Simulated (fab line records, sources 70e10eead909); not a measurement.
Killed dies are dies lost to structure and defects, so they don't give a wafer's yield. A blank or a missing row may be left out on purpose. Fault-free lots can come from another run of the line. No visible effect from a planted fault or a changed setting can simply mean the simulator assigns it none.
Matching of chambers || flow nand harc || NHARC_P_CONTACT_CMP_24 on cmp-01 has 4 sister chambers
The step polishes, t overpolish 30 s, target thk 200 nm. 16 wafers are shown with their chamber, then 8 later ones without.

## EACH WAFER AND ITS CHAMBER
{"wafer": "L078.2", "chamber": 0, "motor current A (A)": 12.9, "time to endpoint s (s)": 42.8, "overpolish run s (s)": 29.992}
{"wafer": "L078.3", "chamber": 1, "motor current A (A)": 12.4, "time to endpoint s (s)": 39.5, "overpolish run s (s)": 29.998}
{"wafer": "L078.6", "chamber": 2, "motor current A (A)": 12.6, "time to endpoint s (s)": 44.8, "overpolish run s (s)": 29.988}
{"wafer": "L079.1", "chamber": 3, "motor current A (A)": 11.1, "time to endpoint s (s)": 39.3, "overpolish run s (s)": 29.981}
{"wafer": "L079.3", "chamber": 1, "motor current A (A)": 12.8, "time to endpoint s (s)": 37.0, "overpolish run s (s)": 29.997}
{"wafer": "L079.6", "chamber": 3, "motor current A (A)": 11.2, "time to endpoint s (s)": 39.5, "overpolish run s (s)": 30.009}
{"wafer": "L080.2", "chamber": 0, "motor current A (A)": 13.1, "time to endpoint s (s)": 40.2, "overpolish run s (s)": 30.002}
{"wafer": "L080.3", "chamber": 2, "motor current A (A)": 13.2, "time to endpoint s (s)": 39.8, "overpolish run s (s)": 29.997}
{"wafer": "L080.5", "chamber": 1, "motor current A (A)": 13.2, "time to endpoint s (s)": 38.8, "overpolish run s (s)": 30.008}
{"wafer": "L086.1", "chamber": 3, "motor current A (A)": 10.7, "time to endpoint s (s)": 37.9, "overpolish run s (s)": 30.003}
{"wafer": "L086.5", "chamber": 0, "motor current A (A)": 12.9, "time to endpoint s (s)": 39.6, "overpolish run s (s)": 30.001}
{"wafer": "L086.6", "chamber": 3, "motor current A (A)": 11.0, "time to endpoint s (s)": 37.8, "overpolish run s (s)": 30.010}
{"wafer": "L089.3", "chamber": 2, "motor current A (A)": 12.9, "time to endpoint s (s)": 37.3, "overpolish run s (s)": 29.988}
{"wafer": "L089.4", "chamber": 3, "motor current A (A)": 11.1, "time to endpoint s (s)": 32.1, "overpolish run s (s)": 29.999}
{"wafer": "L089.6", "chamber": 0, "motor current A (A)": 13.9, "time to endpoint s (s)": 38.2, "overpolish run s (s)": 30.001}
{"wafer": "L092.4", "chamber": 2, "motor current A (A)": 12.3, "time to endpoint s (s)": 40.0, "overpolish run s (s)": 30.000}

SIGNATURES, as means of the wafers listed above
{"reading": "motor current A", "chamber 0": 13.200, "chamber 1": 12.800, "chamber 2": 12.750, "chamber 3": 11.020, "scatter within a chamber": 0.365}
{"reading": "time to endpoint s", "chamber 0": 40.200, "chamber 1": 38.433, "chamber 2": 40.475, "chamber 3": 37.320, "scatter within a chamber": 2.59}
{"reading": "overpolish run s", "chamber 0": 29.99900, "chamber 1": 30.00100, "chamber 2": 29.99325, "chamber 3": 30.00040, "scatter within a chamber": 0.0082}
Rule: for a wafer and a chamber, the distance is found by dividing, reading by reading, the gap between the wafer's reading and the chamber's mean by the reading's scatter, squaring, summing and taking the root. If the next closest chamber is less than 2 further off than the closest, the wafer can't be placed; otherwise it belongs to the closest. The scatter: the root of (the sum of the squares of (reading less its chamber's mean) over the shown wafers, divided by (wafers less chambers)).

## WAFERS WITHOUT THEIR CHAMBER
{"wafer": "L092.5", "motor current A (A)": 13.2, "time to endpoint s (s)": 37.7, "overpolish run s (s)": 29.993}
{"wafer": "L092.6", "motor current A (A)": 14.1, "time to endpoint s (s)": 42.6, "overpolish run s (s)": 29.985}
{"wafer": "L094.1", "motor current A (A)": 13.7, "time to endpoint s (s)": 40.0, "overpolish run s (s)": 29.994}
{"wafer": "L094.2", "motor current A (A)": 10.9, "time to endpoint s (s)": 36.6, "overpolish run s (s)": 29.989}
{"wafer": "L094.3", "motor current A (A)": 13.9, "time to endpoint s (s)": 39.8, "overpolish run s (s)": 29.983}
{"wafer": "L097.2", "motor current A (A)": 13.6, "time to endpoint s (s)": 39.4, "overpolish run s (s)": 30.003}
{"wafer": "L097.3", "motor current A (A)": 12.8, "time to endpoint s (s)": 37.9, "overpolish run s (s)": 30.018}
{"wafer": "L097.5", "motor current A (A)": 10.8, "time to endpoint s (s)": 36.2, "overpolish run s (s)": 29.999}

## EACH ONE'S CHAMBER
{"wafer": "L092.5", "from the rows above": "can't be placed: 0 or 1 or 2", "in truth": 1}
{"wafer": "L092.6", "from the rows above": "can't be placed: 0 or 2 or 1", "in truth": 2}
{"wafer": "L094.1", "from the rows above": "can't be placed: 0 or 2 or 1", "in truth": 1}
{"wafer": "L094.2", "from the rows above": 3, "in truth": 3}
{"wafer": "L094.3", "from the rows above": "can't be placed: 0 or 2 or 1", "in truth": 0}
{"wafer": "L097.2", "from the rows above": "can't be placed: 0 or 1 or 2", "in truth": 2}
{"wafer": "L097.3", "from the rows above": "can't be placed: 1 or 0 or 2", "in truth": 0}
{"wafer": "L097.5", "from the rows above": 3, "in truth": 3}
2 of 8 placed correctly. Can't be placed from these rows: 6 (the true chamber is among the candidates in 6). Wrongly placed: 0.
